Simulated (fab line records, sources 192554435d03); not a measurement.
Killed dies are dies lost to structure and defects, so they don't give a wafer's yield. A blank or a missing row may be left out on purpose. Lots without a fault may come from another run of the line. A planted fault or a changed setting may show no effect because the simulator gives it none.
Chamber matching | flow n5_finfet | N5_BEOL_M14_ETCH_67 on rie_diel-04: 4 sister chambers
The step etches SiARC in CF4, target depth 143 nm, time 238.3 s. 7 wafers are shown with their chamber, then 8 later ones without.

WAFERS WITH THEIR CHAMBER
wafer  | chamber | showerhead_plenum_p_Torr (Torr) | throttle_valve_pct (%)
L085.4 | 0       | 2.25                            | 15.74
L085.5 | 1       | 2.19                            | 15.03
L085.6 | 2       | 2.09                            | 15.47
L094.1 | 1       | 2.19                            | 15.07
L094.2 | 0       | 2.25                            | 15.78
L094.3 | 3       | 2.09                            | 15.32
L095.3 | 2       | 2.08                            | 15.51

WAFERS WITHOUT THEIR CHAMBER
wafer  | showerhead_plenum_p_Torr (Torr) | throttle_valve_pct (%)
L095.5 | 2.18                            | 15.09
L095.6 | 2.08                            | 15.52
L096.2 | 2.09                            | 15.32
L096.3 | 2.08                            | 15.52
L096.5 | 2.08                            | 15.53
L097.2 | 2.09                            | 15.34
L097.4 | 2.24                            | 15.78
L097.5 | 2.08                            | 15.53

WHICH CHAMBER EACH WENT THROUGH
wafer  | from the rows above | in truth
L095.5 | 1                   | 1
L095.6 | 2                   | 2
L096.2 | 3                   | 3
L096.3 | 2                   | 2
L096.5 | 2                   | 2
L097.2 | 3                   | 3
L097.4 | 0                   | 0
L097.5 | 2                   | 2
Placed correctly: 8 of 8. Can't be placed from these rows: 0. Placed wrongly: 0.
How it was worked out, from the rows above alone: a wafer's distance from a chamber is the root of the sum, over the readings, of the square of ((its reading less the chamber's mean) divided by the reading's scatter). The wafer belongs to the nearest chamber; if the next one is less than 2 further off, it can't be placed. A chamber's mean is the mean of its shown wafers. The scatter: the root of (the sum of the squares of (reading less its chamber's mean) over the shown wafers, divided by (wafers less chambers)).
